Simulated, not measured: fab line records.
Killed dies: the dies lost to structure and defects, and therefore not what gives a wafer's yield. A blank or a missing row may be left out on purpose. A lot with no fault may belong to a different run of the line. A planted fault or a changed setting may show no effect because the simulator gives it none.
fab line records + flow nandHarc
record:
- lots: 14
- wafers: 42
- lastDay: 24
route steps=1159 shown A_M1@1043 A_BONDPAD@1061
lots that met no fault: from a run of the same line without faults
startH: hours from the record's first day to the start of the lot's first wafer shown + waitH: hours elapsed since this lot's preceding step + " unchanged from the row above + L1.1+2: one row covering several wafers at once + - either no value or no given start + * or withheld: withheld + < > ~ a bound
route shown NAME@n: a module of which the file shows steps, and the number in the route of the first + usual: mean/standard deviation taken from wafers without a fault + same: alike in all rows + chamber/n: place in a boat + sites: the reading at each site + _std_site: standard deviation across them + _edge_site: the outer-site mean with the inner-site mean subtracted + radiusMm: how far each site lies from the wafer's centre + mask NAME#n: copy n + behind: the last tool/chamber to shape the wafer + hold: why the lot went on hold/how many hours it stayed there/how the hold came to an end + device: whichever transistor did not switch (one of n, p or np) + end of line: tests of these same wafers at the route's end + a step with no rows: only its recipe + killed: at the first sort, the dies lost to defects and structure; wafer yield is something else + map: per-die view of a wafer (x killed, . not killed, _ where there is no die)
set.NAME: the setting the step ran with; set.NAME@STEP: the setting that earlier step ran with + model.NAME: the simulator's own value behind a step, which no gauge read
one table for each step of the route and one row for each wafer, over a sample of lots
services: from which hour (startH, from the record's first day; less than 0 if before it) a tool's chamber was out of use, for how many hours, and why
== steps ==
step: NHARC_A_M1_STRIP_18
recipe:
- powerW: 1000
- n2FlowSccm: 150
- h2FlowSccm: 150
- arFlowSccm: 0
- biasW: 0
- chemistry: N2/H2
usual:
- drypumpMotorCurrentA: 5.7/0.45
- oesProductAu: 1.000/0.008
- rfVppV: 90.8/1
- showerheadPlenumPTorr: 2.05/0.091
- throttleValvePct: 14.173/0.0087
| lot.wafer | tool       | chamber | startH | waitH | drypumpMotorCurrentA | oesProductAu | rfHoursCounterH | rfVppV | showerheadPlenumPTorr | throttleValvePct |
|-----------|------------|---------|--------|-------|----------------------|--------------|-----------------|--------|-----------------------|------------------|
| L786.4    | rieDiel-11 | 3       | 391.42 | 0.1   | 5.8                  | 0.996        | 0               | 92.9   | 2.19                  | 14.172           |
| L786.5    | "          | 2       | "      | "     | 6.3                  | 1.001        | -               | 91.4   | 1.95                  | 14.165           |
| L786.6    | "          | 3       | "      | "     | 5.8                  | 0.999        | -               | 90.0   | 2.19                  | 14.161           |
| L787.2    | rieDiel-11 | 0       | 406.86 | 0.1   | 6.0                  | 0.978        | 1               | 91.4   | 2.05                  | 14.179           |
| L787.4    | "          | 2       | "      | "     | 6.3                  | 1.010        | 1               | 89.1   | 1.95                  | 14.177           |
| L787.6    | "          | 3       | "      | "     | 5.8                  | 0.990        | -               | 92.4   | 2.19                  | 14.187           |
| L788.2    | rieDiel-09 | 2       | 407.74 | 0.1   | 4.7                  | 1.014        | 9               | 89.0   | 1.94                  | 14.172           |
| L788.1    | "          | 0       | "      | "     | 6.2                  | 1.008        | 8               | 92.4   | 1.95                  | 14.162           |
| L788.6    | "          | 1       | "      | "     | 6.0                  | 1.003        | -               | 90.1   | 2.08                  | 14.175           |
| L789.2    | rieDiel-09 | 3       | 412.52 | 0.1   | 5.9                  | 0.997        | 9               | 92.4   | 2.10                  | 14.172           |
| L789.1    | "          | 0       | "      | "     | 6.2                  | 1.008        | 9               | 89.8   | 1.95                  | 14.170           |
| L789.5    | "          | 0       | "      | "     | 6.2                  | 0.999        | -               | 89.9   | 1.95                  | 14.156           |
| L792.3    | rieDiel-13 | 0       | 417.24 | 0.1   | 5.9                  | 1.018        | 9               | 89.7   | 1.96                  | 14.172           |
| L792.2    | "          | 2       | "      | "     | 5.1                  | 0.998        | 9               | 91.2   | 1.93                  | 14.171           |
| L792.6    | "          | 0       | "      | "     | 5.9                  | 1.017        | -               | 91.7   | 1.96                  | 14.154           |
| L791.3    | rieDiel-09 | 3       | 417.61 | 0.1   | 5.9                  | 1.000        | 9               | 91.0   | 2.10                  | 14.169           |
| L791.1    | "          | 1       | "      | "     | 6.0                  | 1.001        | 9               | 90.1   | 2.07                  | 14.184           |
| L791.6    | "          | 3       | "      | "     | 5.9                  | 1.012        | -               | 90.9   | 2.10                  | 14.167           |
| L790.4    | rieDiel-13 | 2       | 422.08 | 0.1   | 5.1                  | 0.997        | 9               | 90.6   | 1.93                  | 14.171           |
| L790.2    | "          | 3       | "      | "     | 5.6                  | 0.995        | 10              | 90.6   | 2.16                  | 14.165           |
| L790.3    | "          | 1       | "      | "     | 5.4                  | 1.009        | 8               | 91.9   | 2.12                  | 14.160           |
| L793.3    | rieDiel-11 | 2       | 441.43 | 0.1   | 6.3                  | 1.010        | 1               | 89.2   | 1.95                  | 14.164           |
| L793.2    | "          | 0       | "      | "     | 6.0                  | 0.986        | 2               | 90.8   | 2.05                  | 14.185           |
| L793.4    | "          | 1       | "      | "     | 5.0                  | 0.989        | 1               | 90.4   | 2.14                  | 14.175           |
| L794.1    | rieDiel-09 | 1       | 448.33 | 0.1   | 6.0                  | 1.004        | 0               | 89.7   | 2.07                  | 14.174           |
| L794.6    | "          | 3       | "      | "     | 5.9                  | 1.022        | -               | 89.9   | 2.10                  | 14.174           |
| L794.5    | "          | 0       | "      | "     | 6.2                  | 1.011        | -               | 90.0   | 1.95                  | 14.175           |
| L796.3    | rieDiel-11 | 3       | 460.12 | 0.1   | 5.8                  | 0.999        | 2               | 92.0   | 2.19                  | 14.182           |
| L796.6    | "          | 2       | "      | "     | 6.3                  | 1.013        | -               | 90.2   | 1.95                  | 14.185           |
| L796.5    | "          | 3       | "      | "     | 5.8                  | 1.002        | -               | 91.9   | 2.19                  | 14.173           |
| L800.2    | rieDiel-13 | 3       | 472.06 | 0.1   | 5.6                  | 0.990        | 1               | 91.4   | 2.16                  | 14.181           |
| L800.4    | "          | 0       | "      | "     | 5.9                  | 0.994        | 1               | 90.6   | 1.96                  | 14.183           |
| L800.5    | "          | 1       | "      | "     | 5.4                  | 0.994        | -               | 92.8   | 2.12                  | 14.154           |
| L797.4    | rieDiel-13 | 0       | 472.39 | 0.1   | 5.9                  | 0.993        | 1               | 90.2   | 1.96                  | 14.180           |
| L797.1    | "          | 1       | "      | "     | 5.4                  | 0.987        | 1               | 90.9   | 2.12                  | 14.167           |
| L797.6    | "          | 0       | "      | "     | 5.9                  | 0.998        | -               | 91.1   | 1.96                  | 14.174           |
| L804.2    | rieDiel-13 | 2       | 510.33 | 0.1   | 5.1                  | 1.009        | 4               | 89.1   | 1.93                  | 14.159           |
| L804.3    | "          | 0       | "      | "     | 5.9                  | 0.998        | 3               | 89.4   | 1.96                  | 14.172           |
| L804.6    | "          | 3       | "      | "     | 5.6                  | 1.001        | -               | 91.8   | 2.16                  | 14.168           |
| L805.4    | rieDiel-09 | 0       | 539.45 | 0.1   | 6.2                  | 0.983        | 5               | 90.0   | 1.95                  | 14.177           |
| L805.1    | "          | 1       | "      | "     | 6.0                  | 0.995        | 5               | 92.4   | 2.07                  | 14.187           |
| L805.3    | "          | 2       | "      | "     | 4.8                  | 0.997        | 4               | 90.6   | 1.93                  | 14.166           |
step: NHARC_A_M1_THK_MEAS_24
recipe:
- thkMeasGauge: xrf
usual:
- thkNm: 154.3/1.5
| lot.wafer | tool         | chamber | startH | waitH | thkNm |
|-----------|--------------|---------|--------|-------|-------|
| L786.4    | filmMetro-01 | -       | 393.99 | -     | 154.2 |
| L786.5    | "            | -       | "      | "     | 155.1 |
| L786.6    | "            | -       | "      | "     | 155.3 |
| L787.2    | filmMetro-02 | -       | 408.88 | -     | 153.3 |
| L787.4    | "            | -       | "      | "     | 153.8 |
| L787.6    | "            | -       | "      | "     | 157.5 |
| L788.1    | filmMetro-01 | -       | 409.80 | -     | 154.2 |
| L788.2    | "            | -       | "      | "     | 155.2 |
| L788.6    | "            | -       | "      | "     | 154.3 |
| L789.1    | filmMetro-01 | -       | 414.74 | -     | 155.1 |
| L789.2    | "            | -       | "      | "     | 154.5 |
| L789.5    | "            | -       | "      | "     | 156.0 |
| L792.2    | filmMetro-02 | -       | 419.27 | -     | 155.5 |
| L792.3    | "            | -       | "      | "     | 155.2 |
| L792.6    | "            | -       | "      | "     | 154.1 |
| L791.1    | filmMetro-01 | -       | 419.88 | -     | 156.3 |
| L791.3    | "            | -       | "      | "     | 154.6 |
| L791.6    | "            | -       | "      | "     | 154.7 |
| L790.2    | filmMetro-01 | -       | 424.25 | -     | 152.9 |
| L790.3    | "            | -       | "      | "     | 153.4 |
| L790.4    | "            | -       | "      | "     | 153.8 |
| L793.2    | filmMetro-01 | -       | 443.51 | -     | 152.9 |
| L793.3    | "            | -       | "      | "     | 155.1 |
| L793.4    | "            | -       | "      | "     | 152.2 |
| L794.1    | filmMetro-02 | -       | 450.32 | -     | 154.2 |
| L794.5    | "            | -       | "      | "     | 150.7 |
| L794.6    | "            | -       | "      | "     | 155.2 |
| L796.3    | filmMetro-01 | -       | 462.15 | -     | 154.6 |
| L796.5    | "            | -       | "      | "     | 156.6 |
| L796.6    | "            | -       | "      | "     | 153.9 |
| L800.2    | filmMetro-02 | -       | 474.05 | -     | 155.2 |
| L800.4    | "            | -       | "      | "     | 156.3 |
| L800.5    | "            | -       | "      | "     | 156.2 |
| L797.1    | filmMetro-01 | -       | 474.49 | -     | 154.3 |
| L797.4    | "            | -       | "      | "     | 155.5 |
| L797.6    | "            | -       | "      | "     | 155.8 |
| L804.2    | filmMetro-02 | -       | 512.83 | -     | 154.2 |
| L804.3    | "            | -       | "      | "     | 154.0 |
| L804.6    | "            | -       | "      | "     | 152.0 |
| L805.1    | filmMetro-02 | -       | 541.48 | -     | 156.1 |
| L805.3    | "            | -       | "      | "     | 154.2 |
| L805.4    | "            | -       | "      | "     | 154.2 |
step: NHARC_A_BONDPAD_THK_MEAS_30
recipe:
- thkMeasGauge: ellipsometry
usual:
- thkNm: 200.4/1.4
| lot.wafer | tool         | chamber | startH | waitH | thkNm |
|-----------|--------------|---------|--------|-------|-------|
| L786.4    | filmMetro-02 | -       | 395.52 | 0.2   | 199.6 |
| L786.5    | "            | -       | "      | "     | 202.0 |
| L786.6    | "            | -       | "      | "     | 197.1 |
| L787.2    | filmMetro-02 | -       | 410.39 | 0.2   | 200.0 |
| L787.4    | "            | -       | "      | "     | 199.7 |
| L787.6    | "            | -       | "      | "     | 197.7 |
| L788.1    | filmMetro-02 | -       | 411.31 | 0.1   | 202.4 |
| L788.2    | "            | -       | "      | "     | 201.8 |
| L788.6    | "            | -       | "      | "     | 202.4 |
| L789.1    | filmMetro-02 | -       | 416.26 | 0.2   | 199.8 |
| L789.2    | "            | -       | "      | "     | 200.8 |
| L789.5    | "            | -       | "      | "     | 200.1 |
| L792.2    | filmMetro-02 | -       | 420.78 | 0.2   | 201.2 |
| L792.3    | "            | -       | "      | "     | 202.4 |
| L792.6    | "            | -       | "      | "     | 202.7 |
| L791.1    | filmMetro-02 | -       | 421.69 | 0.2   | 198.7 |
| L791.3    | "            | -       | "      | "     | 200.5 |
| L791.6    | "            | -       | "      | "     | 199.3 |
| L790.2    | filmMetro-02 | -       | 425.83 | 0.2   | 199.1 |
| L790.3    | "            | -       | "      | "     | 199.4 |
| L790.4    | "            | -       | "      | "     | 200.6 |
| L793.2    | filmMetro-02 | -       | 445.02 | 0.2   | 198.1 |
| L793.3    | "            | -       | "      | "     | 201.3 |
| L793.4    | "            | -       | "      | "     | 198.9 |
| L794.1    | filmMetro-02 | -       | 451.83 | 0.2   | 198.8 |
| L794.5    | "            | -       | "      | "     | 199.0 |
| L794.6    | "            | -       | "      | "     | 199.0 |
| L796.3    | filmMetro-01 | -       | 463.69 | 0.2   | 199.6 |
| L796.5    | "            | -       | "      | "     | 198.0 |
| L796.6    | "            | -       | "      | "     | 198.4 |
| L800.2    | filmMetro-01 | -       | 475.57 | 0.2   | 198.6 |
| L800.4    | "            | -       | "      | "     | 202.7 |
| L800.5    | "            | -       | "      | "     | 199.0 |
| L797.1    | filmMetro-02 | -       | 476.09 | 0.2   | 201.1 |
| L797.4    | "            | -       | "      | "     | 199.5 |
| L797.6    | "            | -       | "      | "     | 199.3 |
| L804.2    | filmMetro-02 | -       | 514.34 | 0.2   | 200.4 |
| L804.3    | "            | -       | "      | "     | 201.7 |
| L804.6    | "            | -       | "      | "     | 198.5 |
| L805.1    | filmMetro-02 | -       | 543.03 | 0.2   | 198.8 |
| L805.3    | "            | -       | "      | "     | 199.7 |
| L805.4    | "            | -       | "      | "     | 199.8 |
step: NHARC_A_BONDPAD_ETCH_12
recipe:
- targetDepthA: 2200
- timeS: 110
- chf3FlowSccm: 50
- o2FlowSccm: 10
- arFlowSccm: 200
- rfW: 500
- biasW: 200
- chemistry: CHF3/O2
usual:
- drypumpMotorCurrentA: 5.79/0.16
- o2FlowSccm: 10.004/0.029
- oesProductAu: 0.949/0.021
- rfFwdPowerW: 497.8/1.5
- rfVppV: 370.9/2.7
- showerheadPlenumPTorr: 2.41/0.12
- throttleValvePct: 20.572/0.01
| lot.wafer | tool       | chamber | startH | waitH | drypumpMotorCurrentA | o2FlowSccm | oesProductAu | rfFwdPowerW | rfHoursCounterH | rfVppV | showerheadPlenumPTorr | throttleValvePct |
|-----------|------------|---------|--------|-------|----------------------|------------|--------------|-------------|-----------------|--------|-----------------------|------------------|
| L786.4    | rieDiel-06 | 2       | 396.48 | -     | 5.67                 | 9.968      | 0.963        | 497.4       | 5               | 369.2  | 2.31                  | 20.571           |
| L786.5    | "          | 2       | "      | "     | 5.69                 | 9.993      | 0.961        | 495.5       | -               | 368.1  | 2.32                  | 20.588           |
| L786.6    | "          | 3       | "      | "     | 5.94                 | 10.027     | 0.966        | 497.9       | -               | 372.3  | 2.49                  | 20.567           |
| L787.4    | rieDiel-06 | 0       | 411.35 | -     | 5.63                 | 10.056     | 0.990        | 499.0       | 6               | 366.7  | 2.26                  | 20.581           |
| L787.2    | "          | 1       | "      | "     | 5.93                 | 9.960      | 0.977        | 497.8       | 6               | 374.8  | 2.56                  | 20.575           |
| L787.6    | "          | 3       | "      | "     | 5.93                 | 9.947      | 0.978        | 495.9       | -               | 372.6  | 2.49                  | 20.579           |
| L788.2    | rieDiel-10 | 1       | 412.28 | -     | 5.64                 | 9.922      | 0.914        | 495.5       | 12              | 370.4  | 2.39                  | 20.594           |
| L788.1    | "          | 3       | "      | "     | 5.89                 | 9.974      | 0.922        | 495.6       | 11              | 374.4  | 2.55                  | 20.555           |
| L788.6    | "          | 1       | "      | "     | 5.65                 | 9.997      | 0.921        | 495.6       | -               | 371.5  | 2.39                  | 20.582           |
| L789.2    | rieDiel-06 | 1       | 417.13 | -     | 5.91                 | 10.015     | 0.939        | 498.8       | 6               | 374.0  | 2.56                  | 20.557           |
| L789.1    | "          | 2       | "      | "     | 5.75                 | 9.972      | 0.925        | 497.4       | 6               | 368.5  | 2.31                  | 20.592           |
| L789.5    | "          | 0       | "      | "     | 5.66                 | 9.983      | 0.925        | 498.3       | -               | 366.8  | 2.26                  | 20.573           |
| L792.3    | rieDiel-10 | 0       | 421.76 | -     | 5.33                 | 10.023     | 0.921        | 498.0       | 13              | 374.5  | 2.52                  | 20.574           |
| L792.2    | "          | 2       | "      | "     | 6.02                 | 10.014     | 0.927        | 498.0       | 13              | 372.6  | 2.47                  | 20.575           |
| L792.6    | "          | 0       | "      | "     | 5.33                 | 9.962      | 0.920        | 496.7       | -               | 371.8  | 2.52                  | 20.574           |
| L791.1    | rieDiel-10 | 1       | 422.53 | -     | 5.65                 | 10.049     | 0.929        | 499.0       | 13              | 370.1  | 2.39                  | 20.566           |
| L791.3    | "          | 2       | "      | "     | 6.03                 | 10.031     | 0.932        | 497.6       | 13              | 371.5  | 2.47                  | 20.574           |
| L791.6    | "          | 1       | "      | "     | 5.63                 | 10.002     | 0.926        | 499.4       | -               | 369.7  | 2.39                  | 20.570           |
| L790.2    | rieDiel-03 | 1       | 426.93 | -     | 5.77                 | 9.988      | 0.928        | 494.7       | 6               | 373.6  | 2.54                  | 20.581           |
| L790.3    | "          | 2       | "      | "     | 5.73                 | 9.975      | 0.937        | 497.2       | 3               | 371.2  | 2.43                  | 20.566           |
| L790.4    | "          | 2       | "      | "     | 5.76                 | 10.015     | 0.926        | 498.4       | -               | 370.1  | 2.43                  | 20.559           |
| L793.4    | rieDiel-06 | 0       | 445.98 | -     | 5.67                 | 10.052     | 0.962        | 496.4       | 1               | 367.7  | 2.26                  | 20.575           |
| L793.2    | "          | 1       | "      | "     | 5.93                 | 10.003     | 0.965        | 496.4       | 1               | 375.4  | 2.56                  | 20.567           |
| L793.3    | "          | 2       | "      | "     | 5.75                 | 10.007     | 0.984        | 500.0       | 1               | 369.1  | 2.31                  | 20.560           |
| L794.1    | rieDiel-06 | 2       | 452.80 | -     | 5.71                 | 10.004     | 0.931        | 500.2       | 1               | 368.4  | 2.31                  | 20.596           |
| L794.5    | "          | 1       | "      | "     | 5.93                 | 9.987      | 0.944        | 499.7       | -               | 373.2  | 2.56                  | 20.554           |
| L794.6    | "          | 2       | "      | "     | 5.74                 | 10.026     | 0.934        | 499.3       | -               | 368.6  | 2.31                  | 20.577           |
| L796.3    | rieDiel-06 | 3       | 464.67 | -     | 5.95                 | 10.013     | 0.977        | 500.0       | 1               | 372.5  | 2.49                  | 20.567           |
| L796.5    | "          | 3       | "      | "     | 5.94                 | 10.023     | 0.979        | 498.5       | -               | 373.3  | 2.49                  | 20.564           |
| L796.6    | "          | 0       | "      | "     | 5.69                 | 9.983      | 0.984        | 498.2       | -               | 367.9  | 2.26                  | 20.577           |
| L800.2    | rieDiel-06 | 3       | 476.55 | -     | 5.95                 | 10.050     | 0.928        | 497.6       | 2               | 371.8  | 2.49                  | 20.568           |
| L800.4    | "          | 1       | "      | "     | 5.91                 | 9.991      | 0.942        | 496.9       | 2               | 374.0  | 2.56                  | 20.575           |
| L800.5    | "          | 2       | "      | "     | 5.72                 | 9.977      | 0.934        | 499.0       | -               | 368.9  | 2.31                  | 20.592           |
| L797.4    | rieDiel-06 | 0       | 477.06 | -     | 5.65                 | 10.005     | 0.939        | 497.2       | 2               | 368.5  | 2.26                  | 20.564           |
| L797.1    | "          | 3       | "      | "     | 5.94                 | 9.977      | 0.936        | 497.6       | 2               | 371.0  | 2.49                  | 20.579           |
| L797.6    | "          | 0       | "      | "     | 5.66                 | 9.982      | 0.951        | 495.0       | -               | 367.2  | 2.26                  | 20.581           |
| L804.2    | rieDiel-06 | 3       | 515.31 | -     | 5.96                 | 9.957      | 0.950        | 495.3       | 3               | 370.6  | 2.49                  | 20.558           |
| L804.3    | "          | 2       | "      | "     | 5.69                 | 10.001     | 0.977        | 499.9       | 3               | 367.8  | 2.31                  | 20.552           |
| L804.6    | "          | 0       | "      | "     | 5.66                 | 10.030     | 0.719        | 297.6       | -               | 366.7  | 2.26                  | 20.569           |
| L805.1    | rieDiel-06 | 3       | 543.99 | -     | 5.93                 | 9.986      | 0.966        | 499.4       | 4               | 373.7  | 2.49                  | 20.558           |
| L805.4    | "          | 0       | "      | "     | 5.67                 | 9.976      | 0.723        | 297.1       | 4               | 365.6  | 2.26                  | 20.548           |
| L805.3    | "          | 1       | "      | "     | 5.91                 | 10.044     | 0.950        | 497.5       | 3               | 373.8  | 2.56                  | 20.573           |
== services ==
| tool       | chamber | startH | hours | kind   |
|------------|---------|--------|-------|--------|
| rieDiel-06 | 0       | 372.70 | -     | clean  |
| rieDiel-06 | 1       | 372.70 | -     | clean  |
| rieDiel-06 | 2       | 372.70 | -     | clean  |
| rieDiel-06 | 3       | 372.70 | -     | clean  |
| rieDiel-03 | -       | 392.30 | 9.0   | pm     |
| rieDiel-06 | 0       | 397.28 | -     | clean  |
| rieDiel-06 | 1       | 397.28 | -     | clean  |
| rieDiel-06 | 2       | 397.28 | -     | clean  |
| rieDiel-06 | 3       | 397.28 | -     | clean  |
| rieDiel-06 | -       | 418.20 | 9.0   | pm     |
| rieDiel-03 | 0       | 424.32 | 3.2   | repair |
| rieDiel-09 | -       | 431.30 | 9.0   | pm     |
| rieDiel-13 | 0       | 432.30 | 4.0   | repair |
| rieDiel-03 | 3       | 446.94 | 8.8   | repair |
| rieDiel-09 | 2       | 448.86 | 8.6   | repair |
| rieDiel-13 | -       | 453.00 | 9.0   | pm     |
| rieDiel-13 | 0       | 463.04 | 4.3   | repair |
| rieDiel-06 | 1       | 477.61 | 9.3   | repair |
| rieDiel-13 | 1       | 487.90 | 4.1   | repair |
| rieDiel-10 | 2       | 490.97 | 14.2  | repair |
| rieDiel-09 | 2       | 506.86 | 4.7   | repair |
| rieDiel-10 | -       | 530.58 | 9.0   | pm     |
| rieDiel-13 | 2       | 534.02 | 12.9  | repair |
| rieDiel-11 | -       | 543.55 | 9.0   | pm     |
== key ==
firstSign:
- step: NHARC_A_BONDPAD_ETCH_12
- reading: rfFwdPowerW
- direction: down
- sigmas: 99+
- usual: *
- struck: *
effect:
- step: NHARC_A_BONDPAD_ETCH_12
- reading: oesProductAu
- direction: down
- sigmas: 11
- usual: 0.949
- struck: 0.721
metAt NHARC_A_BONDPAD_ETCH_12
struckLots L804,L805
struckWafers L804.6,L805.4
laterRowsLeftOut L804.6,L805.4
sortLeftOut L804.6,L805.4
notActingAt NHARC_A_M1_STRIP_18,NHARC_A_M1_THK_MEAS_24,NHARC_A_BONDPAD_THK_MEAS_30
onsetBetween 477.06 515.31
fault:
- kind: processParameterDrift
- tool: rieDiel-06
- chamber: 0
- onsetH: 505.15
- steps: NHARC_A_BONDPAD_ETCH_12
- channel: rfW
- offset: *
- shape: step
- actsIn: *
- stated: *
sortLeftOut: the simulated sort isn't trusted on such a fault, so these wafers' sort isn't shown, and their yield isn't known
laterRowsLeftOut: the simulator's readings of these wafers behind a module that went badly wrong aren't trusted and aren't shown, but for the sort
